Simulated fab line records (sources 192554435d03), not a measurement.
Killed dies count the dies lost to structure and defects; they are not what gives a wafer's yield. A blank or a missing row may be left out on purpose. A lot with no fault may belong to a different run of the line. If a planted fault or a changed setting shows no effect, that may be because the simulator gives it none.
Matching of chambers :: flow n5-finfet :: N5_SDB_ALD_29 on ald-sin-02: 4 sister chambers
The step deposits SiNx, target thk 30 nm, pulse time 1 s, ald cycles 600. 4 wafers are shown with their chamber, then 12 later ones without.

## WAFERS WITH THEIR CHAMBER
wafer: L090.3
chamber: 0
heater-power-w (W): 894

wafer: L092.1
chamber: 3
heater-power-w (W): 1103

wafer: L092.2
chamber: 1
heater-power-w (W): 843

wafer: L092.3
chamber: 2
heater-power-w (W): 918

## WAFERS WHOSE CHAMBER IS MISSING
wafer: L092.4
heater-power-w (W): 890

wafer: L092.5
heater-power-w (W): 893

wafer: L092.6
heater-power-w (W): 1083

wafer: L093.1
heater-power-w (W): 950

wafer: L093.2
heater-power-w (W): 890

wafer: L093.3
heater-power-w (W): 1071

wafer: L093.4
heater-power-w (W): 822

wafer: L093.5
heater-power-w (W): 838

wafer: L093.6
heater-power-w (W): 945

wafer: L095.2
heater-power-w (W): 843

wafer: L095.3
heater-power-w (W): 947

wafer: L095.5
heater-power-w (W): 831

## EACH ONE'S CHAMBER
wafer: L092.4
from the rows above: can't be placed: 0 or 2
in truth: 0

wafer: L092.5
from the rows above: can't be placed: 0 or 2
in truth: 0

wafer: L092.6
from the rows above: 3
in truth: 3

wafer: L093.1
from the rows above: can't be placed: 2 or 0
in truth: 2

wafer: L093.2
from the rows above: can't be placed: 0 or 2
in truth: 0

wafer: L093.3
from the rows above: 3
in truth: 3

wafer: L093.4
from the rows above: 1
in truth: 1

wafer: L093.5
from the rows above: 1
in truth: 1

wafer: L093.6
from the rows above: can't be placed: 2 or 0
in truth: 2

wafer: L095.2
from the rows above: 1
in truth: 1

wafer: L095.3
from the rows above: can't be placed: 2 or 0
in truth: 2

wafer: L095.5
from the rows above: 1
in truth: 1
6 of 12 placed correctly. Cannot be placed on the basis of these rows: 6; the candidates contain the true chamber in 6. Placed wrongly: 0.
How it was worked out, from the rows above alone: a wafer's distance from a chamber is the root of the sum, over the readings, of the square of ((its reading less the chamber's mean) divided by the reading's scatter). If the next closest chamber is less than 2 further off than the closest, the wafer can't be placed; otherwise it belongs to the closest. Each chamber's mean is taken over the wafers shown for it. The scatter (one wafer shown for each chamber): square how far every hidden wafer sits from the nearest shown wafer, average those squares and take the square root.
